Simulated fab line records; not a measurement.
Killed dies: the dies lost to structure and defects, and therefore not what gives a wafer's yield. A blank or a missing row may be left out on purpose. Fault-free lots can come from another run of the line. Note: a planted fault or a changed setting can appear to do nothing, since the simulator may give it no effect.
Matching of chambers ; flow n5 finfet ; 4 sister chambers for N5_BEOL_M4_ETCH_63 on rie diel-04
The step etches SiARC in CF4, target depth 15.6 nm, time 26 s. 7 wafers are shown with their chamber, then 8 later ones without.

WAFERS WITH THEIR CHAMBER
wafer;chamber;drypump motor current A (A);throttle valve pct (%)
L074.5;0;5.7;15.61
L084.5;3;5.9;15.98
L084.6;1;6.4;15.65
L085.1;1;6.4;15.68
L085.4;3;6.0;16.01
L085.6;2;5.9;15.14
L093.1;2;5.9;15.15

WAFERS WHOSE CHAMBER IS MISSING
wafer;drypump motor current A (A);throttle valve pct (%)
L093.4;6.4;15.71
L093.5;6.0;15.49
L094.4;5.9;15.48
L094.5;5.7;15.70
L094.6;6.4;15.71
L095.1;5.9;15.18
L095.3;5.9;15.48
L095.6;5.9;15.17

EACH ONE'S CHAMBER
wafer;from the rows above;in truth
L093.4;1;1
L093.5;0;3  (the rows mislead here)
L094.4;0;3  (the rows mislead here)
L094.5;0;0
L094.6;1;1
L095.1;2;2
L095.3;0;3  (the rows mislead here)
L095.6;2;2
Correctly placed: 5 of 8. Left unplaced by these rows: 0. Placed wrongly: 3.
How it was worked out, from the rows above alone: a wafer's distance from a chamber is the root of the sum, over the readings, of the square of ((its reading less the chamber's mean) divided by the reading's scatter). If the next closest chamber is less than 2 further off than the closest, the wafer can't be placed; otherwise it belongs to the closest. For every chamber, the mean is computed from those of its wafers that are shown. How the scatter is found: for the shown wafers, subtract from each reading the mean of its chamber, square and add these, divide the total by (wafers less chambers), then take the root.
